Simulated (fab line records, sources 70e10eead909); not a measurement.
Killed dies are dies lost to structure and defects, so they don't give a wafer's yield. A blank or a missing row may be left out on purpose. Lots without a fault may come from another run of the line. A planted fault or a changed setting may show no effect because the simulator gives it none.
Chamber matching | flow nand_harc | NHARC_A_BLC_ETCH_16 on rie_diel-11: 4 sister chambers
The step etches the open film in CF4, target depth 39 nm, time 65 s. 4 wafers are shown with their chamber, then 7 later ones without.

WAFERS WITH THEIR CHAMBER
wafer  | chamber | showerhead_plenum_p_Torr (Torr)
L413.1 | 2       | 1.73
L413.3 | 0       | 1.69
L417.2 | 3       | 1.73
L417.4 | 1       | 1.73

WAFERS WITHOUT THEIR CHAMBER
wafer  | showerhead_plenum_p_Torr (Torr)
L417.5 | 1.69
L416.2 | 1.73
L416.4 | 1.68
L416.5 | 1.73
L418.2 | 1.73
L418.5 | 1.68
L418.6 | 1.73

WHICH CHAMBER EACH WENT THROUGH
wafer  | from the rows above          | in truth
L417.5 | 0                            | 0
L416.2 | can't be placed: 1 or 2 or 3 | 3
L416.4 | 0                            | 0
L416.5 | can't be placed: 1 or 2 or 3 | 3
L418.2 | can't be placed: 1 or 2 or 3 | 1
L418.5 | 0                            | 0
L418.6 | can't be placed: 1 or 2 or 3 | 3
Placed correctly: 3 of 7. Can't be placed from these rows: 4 (the true chamber is among the candidates in 4). Placed wrongly: 0.
How it was worked out, from the rows above alone: a wafer's distance from a chamber is the root of the sum, over the readings, of the square of ((its reading less the chamber's mean) divided by the reading's scatter). The wafer belongs to the nearest chamber; if the next one is less than 2 further off, it can't be placed. A chamber's mean is the mean of its shown wafers. The scatter: with one shown wafer a chamber, the root of the mean of the squares of how far each hidden wafer lies from its nearest shown one.
